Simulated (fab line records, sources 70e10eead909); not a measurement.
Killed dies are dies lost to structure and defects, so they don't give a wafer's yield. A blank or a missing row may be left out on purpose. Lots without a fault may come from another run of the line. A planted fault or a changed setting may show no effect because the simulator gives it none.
fab line records | flow nand_harc
record lots=14 wafers=41 last_day=33
route steps=1302 shown A_CHANNEL_FILL_D1@513 A_DECK1_JOINT@530 A_ONON_D2@558 END@1302
lots that met no fault: from a run of the same line without faults
start_h: hours from the record's first day to the start of the lot's first wafer shown | wait_h: hours since the lot's step before | " the same as in the row above | L1.1+2: a row that stands for several wafers | - no value, or no start given | * or withheld: withheld | < > ~ a bound
route shown NAME@n: a module of which the file shows steps, and the number in the route of the first | usual: mean/standard deviation of fault-free wafers | same: alike in all rows | chamber/n: place in a boat | sites: the reading at each site | _std_site: their standard deviation | _edge_site: outer sites' mean less inner sites' | radius_mm: how far each site lies from the wafer's centre | mask NAME#n: copy n | behind: the tool/chamber that last shaped the wafer | hold: why the lot was held/for how many hours/how that ended | device: the transistor (n, p or np) that didn't switch | end of line: the same wafers' tests at the end of the route | a step without rows: its recipe alone | killed: dies lost to structure and defects at the first sort, not the wafer's yield | map: a wafer's dies, x killed, . not, _ none there
set.NAME: the setting as run; set.NAME@STEP: as run at that earlier step | model.NAME: the simulator's own value behind a step, which no gauge read
steps of the route over a sample of lots; a table a step, a row a wafer
services: from which hour (start_h, from the record's first day; less than 0 if before it) a tool's chamber was out of use, for how many hours, and why
## steps
# step NHARC_A_CHANNEL_FILL_D1_CMP_10
# recipe target_thk_nm=150
# usual motor_current_A=11.6/1.1 time_to_endpoint_s=14.3/2.5
# columns lot.wafer tool chamber start_h wait_h motor_current_A time_to_endpoint_s
L430.4 cmp-03 0 235.18 0.4 12.4 11.2
L430.1 " 1 " " 9.4 14.3
L430.5 " 1 " " 9.2 10.7
L431.1 cmp-02 2 244.24 0.4 12.7 9.9
L431.5 " 1 " " 10.0 12.3
L431.6 " 2 " " 12.1 10.6
L432.2 cmp-01 0 258.70 0.4 11.7 15.7
L432.4 " 1 " " 11.7 17.0
L432.3 " 2 " " 11.0 17.0
L433.2 cmp-03 2 265.77 0.4 13.7 15.8
L433.5 " 1 " " 10.1 19.2
L433.6 " 2 " " 12.8 15.8
L438.4 cmp-02 2 308.82 0.4 12.7 13.0
L438.3 " 0 " " 10.7 13.7
L438.5 " 2 " " 11.9 10.4
L439.4 cmp-03 2 330.74 0.4 12.9 13.1
L439.1 " 3 " " 11.1 14.6
L440.2 cmp-02 0 338.78 0.4 11.2 16.1
L440.3 " 1 " " 10.6 11.4
L440.6 " 0 " " 10.6 13.6
L443.4 cmp-02 2 358.85 0.4 11.8 10.1
L443.2 " 3 " " 13.2 12.1
L443.5 " 2 " " 12.1 9.1
L448.2 cmp-03 2 426.92 0.4 13.2 17.1
L448.1 " 0 " " 12.7 16.2
L448.5 " 2 " " 13.0 17.1
L449.3 cmp-03 3 431.10 0.4 11.5 11.7
L449.5 " 2 " " 13.5 13.3
L449.6 " 3 " " 11.6 16.0
L450.4 cmp-01 1 431.11 0.4 11.0 15.6
L450.1 " 3 " " 11.9 16.5
L450.5 " 1 " " 11.9 14.8
L452.1 cmp-03 0 450.95 0.4 12.8 14.2
L452.5 " 1 " " 9.7 13.7
L452.6 " 2 " " 13.6 13.8
L451.2 cmp-01 1 450.95 0.4 12.0 19.7
L451.6 " 2 " " 10.9 18.3
L451.5 " 3 " " 10.7 18.9
L453.1 cmp-03 3 460.72 0.4 11.9 12.3
L453.4 " 0 " " 13.0 11.6
L453.5 " 2 " " 13.9 14.0
# step NHARC_A_DECK1_JOINT_ETCHBACK_00
# recipe target_depth_a=300 time_s=17.4 hbr_flow_sccm=150 rf_w=350 icp_w=350 bias_w=60 chemistry=HBr
# usual drypump_motor_current_A=5.7/0.41 he_backside_leak_sccm=2.72/0.26 oes_product_au=1.001/0.01 throttle_valve_pct=23.265/0.0089
# columns lot.wafer tool chamber start_h wait_h drypump_motor_current_A he_backside_leak_sccm oes_product_au rf_hours_counter_h throttle_valve_pct
L430.4 rie_si-04 2 246.17 0.1 6.0 2.98 0.998 0.4 23.275
L430.1 " 3 " " 5.5 2.24 0.996 0.4 23.275
L430.5 " 1 " " 5.2 3.02 1.000 - 23.250
L431.1 rie_si-02 3 255.34 0.1 6.2 2.62 1.007 0.9 23.256
L431.6 " 3 " " 6.2 2.59 1.001 - 23.269
L431.5 " 0 " " 5.5 2.59 0.997 - 23.271
L432.4 rie_si-04 2 270.09 0.1 6.0 2.73 0.998 0.5 23.267
L432.3 " 0 " " 5.5 2.98 1.005 0.7 23.266
L432.2 " 1 " " 5.3 3.10 0.993 0.7 23.264
L433.2 rie_si-06 3 284.05 0.1 5.5 2.32 0.992 0.2 23.268
L433.5 " 2 " " 5.0 2.72 1.002 - 23.261
L433.6 " 3 " " 5.6 2.30 0.984 - 23.267
L438.3 rie_si-04 2 319.95 0.1 6.0 2.70 0.995 0.8 23.267
L438.5 " 2 " " 6.0 2.74 0.983 - 23.265
L438.4 " 3 " " 5.5 2.34 1.014 - 23.269
L439.1 rie_si-02 2 341.83 0.1 6.5 2.41 1.016 0.4 23.242
L439.4 " 2 " " 6.5 2.39 1.017 - 23.278
L440.2 rie_si-06 1 349.79 0.1 5.9 2.81 0.987 0.7 23.277
L440.3 " 3 " " 5.6 2.52 0.990 0.7 23.254
L440.6 " 0 " " 5.7 2.96 1.003 - 23.273
L443.4 rie_si-04 2 369.85 0.1 6.0 2.70 0.985 0.1 23.257
L443.2 " 0 " " 5.6 2.96 1.001 0.1 23.273
L443.5 " 3 " " 5.6 2.29 0.994 - 23.254
L448.2 rie_si-02 3 443.88 0.1 6.2 2.60 0.991 1.2 23.261
L448.1 " 1 " " 6.2 2.68 1.014 1.0 23.269
L448.5 " 3 " " 6.2 2.68 0.989 - 23.267
L450.1 rie_si-06 2 443.90 0.1 5.0 2.83 0.996 0.1 23.264
L450.4 " 3 " " 5.5 2.45 1.022 0.1 23.261
L450.5 " 3 " " 5.6 2.35 1.000 - 23.276
L449.3 rie_si-04 1 443.91 0.1 5.3 3.05 0.998 0.6 23.258
L449.6 " 3 " " 5.5 2.21 0.993 - 23.264
L449.5 " 0 " " 5.5 2.95 1.009 - 23.253
L451.2 rie_si-04 1 462.05 0.1 5.2 2.97 0.992 0.8 23.279
L451.5 " 0 " " 5.6 2.91 0.997 - 23.265
L451.6 " 1 " " 5.2 3.07 0.989 - 23.265
L452.1 rie_si-06 0 462.05 0.1 5.7 2.57 0.996 0.1 23.258
L452.5 " 0 " " 5.7 2.77 1.004 - 23.278
L452.6 " 2 " " 5.0 2.75 0.998 - 23.283
L453.4 rie_si-02 3 471.69 0.1 6.2 2.70 0.992 0.0 23.252
L453.1 " 2 " " 6.5 2.61 1.010 0.0 23.262
L453.5 " 0 " " 5.6 2.60 1.009 - 23.254
# step NHARC_A_ONON_D2_DEP_19
# recipe target_thk_a=10000 n2_flow_sccm=2750 n2o_flow_sccm=2000 nh3_flow_sccm=500 sih4_flow_sccm=210 temp_c=400
# usual n2_flow_sccm=2750/6.8
# columns lot.wafer tool chamber start_h wait_h n2_flow_sccm
L430.1 pecvd_onon-03 0 284.58 0.1 2750
L430.4 " 0 " " 2735
L430.5 " 0 " " 2752
L431.1 pecvd_onon-02 0 291.36 0.1 2735
L431.5 " 0 " " 2738
L431.6 " 0 " " 2734
L432.2 pecvd_onon-03 0 304.87 0.1 2753
L432.3 " 0 " " 2748
L432.4 " 0 " " 2747
L433.2 pecvd_onon-01 0 322.67 0.1 2750
L433.5 " 0 " " 2760
L433.6 " 0 " " 2759
L438.3 pecvd_onon-03 0 350.79 0.2 2747
L438.4 " 0 " " 2747
L438.5 " 0 " " 2755
L439.1 pecvd_onon-03 0 377.39 0.1 2753
L439.4 " 0 " " 2763
L440.2 pecvd_onon-03 0 386.11 0.1 2752
L440.3 " 0 " " 2755
L440.6 " 0 " " 2744
L443.2 pecvd_onon-03 0 399.47 0.1 2751
L443.4 " 0 " " 2762
L443.5 " 0 " " 2752
L448.1 pecvd_onon-02 0 475.78 0.1 2749
L448.2 " 0 " " 2744
L448.5 " 0 " " 2757
L450.1 pecvd_onon-03 0 475.79 0.1 2743
L450.4 " 0 " " 2740
L450.5 " 0 " " 2742
L449.3 pecvd_onon-01 0 475.90 0.2 2756
L449.5 " 0 " " 2761
L449.6 " 0 " " 2757
L452.1 pecvd_onon-03 0 497.18 0.1 2759
L452.5 " 0 " " 2745
L452.6 " 0 " " 2755
L451.2 pecvd_onon-01 0 497.23 0.1 2750
L451.5 " 0 " " 2742
L451.6 " 0 " " 2754
L453.1 pecvd_onon-01 0 505.88 0.1 2751
L453.4 " 0 " " 2745
L453.5 " 0 " " 2750
# step NHARC_A_ONON_D2_THK_MEAS_21
# recipe thk_meas_gauge=ellipsometry
# usual thk_nm=999/11
# columns lot.wafer tool chamber start_h wait_h thk_nm
L430.1 film_metro-01 - 285.09 - 992
L430.4 " - " " 993
L430.5 " - " " 992
L431.1 film_metro-02 - 291.88 - 1006
L431.5 " - " " 1008
L431.6 " - " " 1005
L432.2 film_metro-02 - 305.32 - 1003
L432.3 " - " " 1004
L432.4 " - " " 1003
L433.2 film_metro-01 - 323.12 - 1006
L433.5 " - " " 1007
L433.6 " - " " 1007
L438.3 film_metro-02 - 351.18 - 981
L438.4 " - " " 981
L438.5 " - " " 983
L439.1 film_metro-01 - 377.90 - 1002
L439.4 " - " " 700
L440.2 film_metro-01 - 386.57 - 998
L440.3 " - " " 694
L440.6 " - " " 998
L443.2 film_metro-02 - 399.92 - 995
L443.4 " - " " 690
L443.5 " - " " 994
L448.1 film_metro-02 - 476.30 - 1011
L448.2 " - " " 1013
L448.5 " - " " 1012
L449.3 film_metro-01 - 476.30 - 991
L449.5 " - " " 988
L449.6 " - " " 990
L450.1 film_metro-01 - 476.30 - 1025
L450.4 " - " " 1024
L450.5 " - " " 1024
L451.2 film_metro-01 - 497.68 - 1014
L451.5 " - " " 1013
L451.6 " - " " 1017
L452.1 film_metro-02 - 497.69 - 988
L452.5 " - " " 989
L452.6 " - " " 987
L453.1 film_metro-02 - 506.38 - 994
L453.4 " - " " 993
L453.5 " - " " 994
# step NHARC_END_SORT_01
# recipe temp_c=25
# usual killed_at_array=62/15 killed_at_other=0.8/1 killed_at_periphery=3.7/2.6 killed_dies=66/15 killed_open=3.1/1.8 killed_short=2.6/1.7
# same gross_dies=677
# columns lot.wafer tool chamber start_h wait_h killed_at_array killed_at_other killed_at_periphery killed_dies killed_open killed_short
L439.1 prober-01 0 655.26 2.5 56 0 0 56 1 5
L439.4 prober-01 0 657.64 3.4 674 0 3 677 7 2
L440.2 prober-02 0 660.38 2.8 67 0 3 70 3 2
L440.3 prober-02 0 661.18 3.1 670 1 6 677 2 2
L440.6 prober-02 0 663.59 4.0 51 0 7 58 2 5
L443.2 prober-02 0 675.39 2.8 78 0 12 90 5 1
L443.4 prober-02 0 676.98 3.4 672 0 5 677 2 1
L443.5 prober-02 0 677.77 3.7 96 0 5 101 2 2
# killed by level:class
L439.1 A_CHANNEL_HOLE_D1:chamber_film_flake=26 A_CHANNEL_HOLE_D2:chamber_film_flake=13 A_CONTACT:chamber_film_flake=6 A_M0:chamber_film_flake=3 A_CHANNEL_FILL_D1:geometric_particle:short=2 A_STAIRCASE:geometric_particle:open=1 A_WL_FILL:geometric_particle:short=1 A_CONTACT:geometric_particle:short=1
L439.4 A_ONON_D2:area_dep=610 A_CHANNEL_HOLE_D1:chamber_film_flake=33 A_CHANNEL_HOLE_D2:chamber_film_flake=12 A_CONTACT:chamber_film_flake=8 A_M0:chamber_film_flake=3 A_CHANNEL_HOLE_D1:geometric_particle:open=2 A_CHANNEL_FILL_D2:geometric_particle:open=2 P_M0:geometric_particle:open=1
L440.2 A_SLIT:chamber_film_flake=39 A_CHANNEL_HOLE_D2:chamber_film_flake=16 A_CHANNEL_HOLE_D1:chamber_film_flake=5 A_CONTACT:chamber_film_flake=3 P_M2:geometric_particle:short=1 A_ONON_D2:geometric_particle:open=1 A_SGD_CUT:geometric_particle:short=1 A_BLC:geometric_particle:open=1
L440.3 A_ONON_D2:area_dep=621 A_SLIT:chamber_film_flake=28 A_CHANNEL_HOLE_D2:chamber_film_flake=9 A_CONTACT:chamber_film_flake=6 P_M2:chamber_film_flake=3 P_STI:chamber_film_flake=2 P_CONTACT:geometric_particle:open=1 A_ONON_D1:geometric_particle:open=1
L440.6 A_SLIT:chamber_film_flake=24 A_CHANNEL_HOLE_D2:chamber_film_flake=11 A_CHANNEL_HOLE_D1:chamber_film_flake=6 P_M2:chamber_film_flake=3 A_CONTACT:chamber_film_flake=3 P_STI:chamber_film_flake=2 A_STAIRCASE:chamber_film_flake=2 P_GATE:geometric_particle:short=1
L443.2 A_SLIT:chamber_film_flake=32 A_CHANNEL_HOLE_D1:chamber_film_flake=29 A_CHANNEL_HOLE_D2:chamber_film_flake=11 P_M2:chamber_film_flake=4 P_M0:geometric_particle:open=3 A_DECK1_JOINT:chamber_film_flake=3 P_GATE:chamber_film_flake=2 P_GATE:geometric_particle:open=1
L443.4 A_ONON_D2:area_dep=584 A_CHANNEL_HOLE_D1:chamber_film_flake=33 A_SLIT:chamber_film_flake=27 A_CHANNEL_HOLE_D2:chamber_film_flake=21 A_CONTACT:chamber_film_flake=3 P_GATE:chamber_film_flake=2 P_GATE:geometric_particle:open=1 A_CHANNEL_FILL_D1:geometric_particle:short=1
L443.5 A_CHANNEL_HOLE_D1:chamber_film_flake=35 A_SLIT:chamber_film_flake=34 A_CHANNEL_HOLE_D2:chamber_film_flake=23 P_M2:chamber_film_flake=2 P_CONTACT:geometric_particle:open=1 A_CHANNEL_HOLE_D1:geometric_particle:short=1 A_DECK1_JOINT:geometric_particle:short=1 A_CHANNEL_FILL_D2:geometric_particle:open=1
## services
# columns tool chamber start_h hours kind
pecvd_onon-03 - 227.35 13.0 pm
cmp-02 - 232.50 4.0 pm
rie_si-04 - 239.01 0.2 repair
rie_si-06 - 249.00 9.0 pm
cmp-03 - 260.24 4.0 pm
pecvd_onon-01 - 269.00 13.0 pm
cmp-03 - 296.32 7.5 repair
cmp-03 - 309.23 1.8 repair
rie_si-04 0 319.88 4.3 repair
rie_si-04 0 326.49 1.5 repair
cmp-02 - 330.57 4.0 pm
rie_si-04 - 342.00 9.0 pm
rie_si-06 - 345.24 0.3 repair
cmp-02 - 349.59 0.7 repair
cmp-03 - 358.24 4.0 pm
rie_si-04 1 374.49 5.6 repair
cmp-02 - 377.41 3.0 repair
pecvd_onon-03 - 408.35 13.0 pm
rie_si-06 - 426.00 9.0 pm
cmp-02 - 428.67 4.0 pm
pecvd_onon-03 - 434.40 10.0 repair
pecvd_onon-01 - 450.00 13.0 pm
cmp-03 - 456.24 4.0 pm
rie_si-04 - 500.71 0.9 repair
## key
first_sign step=NHARC_A_ONON_D2_THK_MEAS_21 reading=thk_nm direction=down sigmas=28 usual=999 struck=695
effect step=NHARC_END_SORT_01 reading=killed_at_array direction=up sigmas=40 usual=62 struck=672
more_kills_born_at NHARC_A_ONON_D2_DEP_19@pecvd_onon-03=1815
met_at NHARC_A_ONON_D2_DEP_19
struck_lots L439,L440,L443
struck_wafers L439.4,L440.3,L443.4
later_rows_left_out L439.4,L440.3,L443.4
tester_left_out L439,L440,L443
not_acting_at NHARC_A_CHANNEL_FILL_D1_CMP_10,NHARC_A_DECK1_JOINT_ETCHBACK_00
onset_between 350.79 377.39
fault kind=process_parameter_drift tool=pecvd_onon-03 chamber=- onset_h=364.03 steps=NHARC_A_ONON_D2_DEP_19 channel=target_thk_a offset=* shape=step end_h=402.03 scope=struck_wafers_only acts_in=* stated=*
# tester_left_out: of these lots the tester's yield and bins aren't shown, on N5 and GAA mostly nor the transistor test; their killed dies are dies lost to structure and defects alone, not to doping, threshold or leakage, so they don't give the yield
# later_rows_left_out: the simulator's readings of these wafers behind a module that went badly wrong aren't trusted and aren't shown, but for the sort
